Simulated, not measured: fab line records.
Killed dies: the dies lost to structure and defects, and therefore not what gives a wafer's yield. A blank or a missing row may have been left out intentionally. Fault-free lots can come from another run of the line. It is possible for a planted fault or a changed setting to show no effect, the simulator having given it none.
Matching of chambers + flow n5-finfet + N5_PMOS_HMC_CHANNEL_EPI_HM_DEP_34 on pecvd-03 has 3 sister chambers
The step deposits SiO2 from TEOS/O2, target thk 36 nm, time 6.9 s. 16 wafers are shown with their chamber, then 8 later ones without.

WAFERS, EACH WITH ITS CHAMBER
| wafer  | chamber | throttle-valve-pct (%) | showerhead-plenum-p-Torr (Torr) | heater-power-w (W) |
|--------|---------|------------------------|---------------------------------|--------------------|
| L074.1 | 1       | 17.5                   | 8.37                            | 568                |
| L074.2 | 0       | 18.2                   | 8.42                            | 598                |
| L074.5 | 2       | 19.1                   | 8.40                            | 500                |
| L081.1 | 0       | 17.7                   | 8.38                            | 571                |
| L081.3 | 0       | 18.1                   | 8.40                            | 585                |
| L081.6 | 0       | 18.2                   | 8.41                            | 583                |
| L090.4 | 0       | 18.2                   | 8.43                            | 621                |
| L090.5 | 1       | 17.5                   | 8.37                            | 484                |
| L090.6 | 2       | 18.8                   | 8.39                            | 507                |
| L091.1 | 2       | 19.2                   | 8.40                            | 471                |
| L091.3 | 1       | 17.7                   | 8.36                            | 564                |
| L091.6 | 1       | 17.3                   | 8.37                            | 578                |
| L092.1 | 0       | 18.4                   | 8.40                            | 542                |
| L092.2 | 2       | 19.2                   | 8.36                            | 519                |
| L092.5 | 0       | 18.4                   | 8.40                            | 548                |
| L094.2 | 0       | 18.4                   | 8.40                            | 577                |

SIGNATURES (means of the wafers above)
| reading                  | chamber 0 | chamber 1 | chamber 2 | scatter within a chamber |
|--------------------------|-----------|-----------|-----------|--------------------------|
| throttle-valve-pct       | 18.200    | 17.500    | 19.075    | 0.209                    |
| showerhead-plenum-p-Torr | 8.4050    | 8.3675    | 8.3875    | 0.0145                   |
| heater-power-w           | 578.12    | 548.50    | 499.25    | 29.7                     |
Rule: a wafer lies at a distance from a chamber equal to the root of the sum of squares, over the readings, of (its reading less the chamber's mean, divided by the reading's scatter). If the next closest chamber is less than 2 further off than the closest, the wafer can't be placed; otherwise it belongs to the closest. The scatter: take each reading less its chamber's mean, square it, sum over the shown wafers, divide by the number of wafers less the number of chambers, and take the root.

WAFERS WITH NO CHAMBER GIVEN
| wafer  | throttle-valve-pct (%) | showerhead-plenum-p-Torr (Torr) | heater-power-w (W) |
|--------|------------------------|---------------------------------|--------------------|
| L094.3 | 19.2                   | 8.39                            | 535                |
| L094.4 | 18.2                   | 8.39                            | 568                |
| L095.4 | 17.2                   | 8.36                            | 588                |
| L095.5 | 19.0                   | 8.37                            | 522                |
| L095.6 | 18.4                   | 8.40                            | 590                |
| L096.1 | 18.9                   | 8.40                            | 443                |
| L096.3 | 17.5                   | 8.38                            | 562                |
| L096.5 | 19.2                   | 8.39                            | 475                |

WHICH CHAMBER EACH ONE RAN IN
| wafer  | from the rows above | in truth |
|--------|---------------------|----------|
| L094.3 | 2                   | 2        |
| L094.4 | 0                   | 0        |
| L095.4 | 1                   | 1        |
| L095.5 | 2                   | 2        |
| L095.6 | 0                   | 0        |
| L096.1 | 2                   | 2        |
| L096.3 | 1                   | 1        |
| L096.5 | 2                   | 2        |
Correct placement for 8 of the 8. From these rows, 0 cannot be placed. Placed wrongly: 0.
